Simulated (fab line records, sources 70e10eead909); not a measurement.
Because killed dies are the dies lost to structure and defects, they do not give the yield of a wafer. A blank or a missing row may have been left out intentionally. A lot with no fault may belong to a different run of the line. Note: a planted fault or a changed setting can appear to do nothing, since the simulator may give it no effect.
Chamber matching | flow nand harc | NHARC_A_STAIRCASE_TRIM_196 on rie diel-01 has 4 sister chambers
The step chemistry O2, time 211.2 s. 8 wafers are shown with their chamber, then 7 later ones without.

## EACH WAFER AND ITS CHAMBER
wafer  | chamber | showerhead plenum p Torr (Torr) | oes product au (a.u.)
L079.2 | 1       | 3.67                            | 1.013
L080.3 | 2       | 3.50                            | 0.996
L080.6 | 0       | 3.57                            | 1.000
L083.1 | 3       | 3.35                            | 1.012
L083.4 | 1       | 3.66                            | 1.011
L083.5 | 2       | 3.49                            | 0.988
L087.1 | 0       | 3.56                            | 1.004
L087.4 | 3       | 3.34                            | 1.007

## WAFERS WITHOUT THEIR CHAMBER
wafer  | showerhead plenum p Torr (Torr) | oes product au (a.u.)
L087.5 | 3.48                            | 0.985
L091.4 | 3.33                            | 0.997
L091.5 | 3.55                            | 1.013
L091.6 | 3.33                            | 1.009
L093.1 | 3.33                            | 1.000
L093.4 | 3.64                            | 1.016
L093.6 | 3.55                            | 1.006

## THE CHAMBER EACH PASSED THROUGH
wafer  | from the rows above | in truth
L087.5 | 2                   | 2
L091.4 | 3                   | 3
L091.5 | 0                   | 0
L091.6 | 3                   | 3
L093.1 | 3                   | 3
L093.4 | 1                   | 1
L093.6 | 0                   | 0
Placed correctly: 7 of 7. Can't be placed from these rows: 0. Wrongly placed: 0.
How it was worked out, from the rows above alone: a wafer's distance from a chamber is the root of the sum, over the readings, of the square of ((its reading less the chamber's mean) divided by the reading's scatter). If the next closest chamber is less than 2 further off than the closest, the wafer can't be placed; otherwise it belongs to the closest. For every chamber, the mean is computed from those of its wafers that are shown. The scatter is the square root of a quotient: the sum, over the shown wafers, of each reading's squared deviation from its chamber's mean, divided by wafers minus chambers.
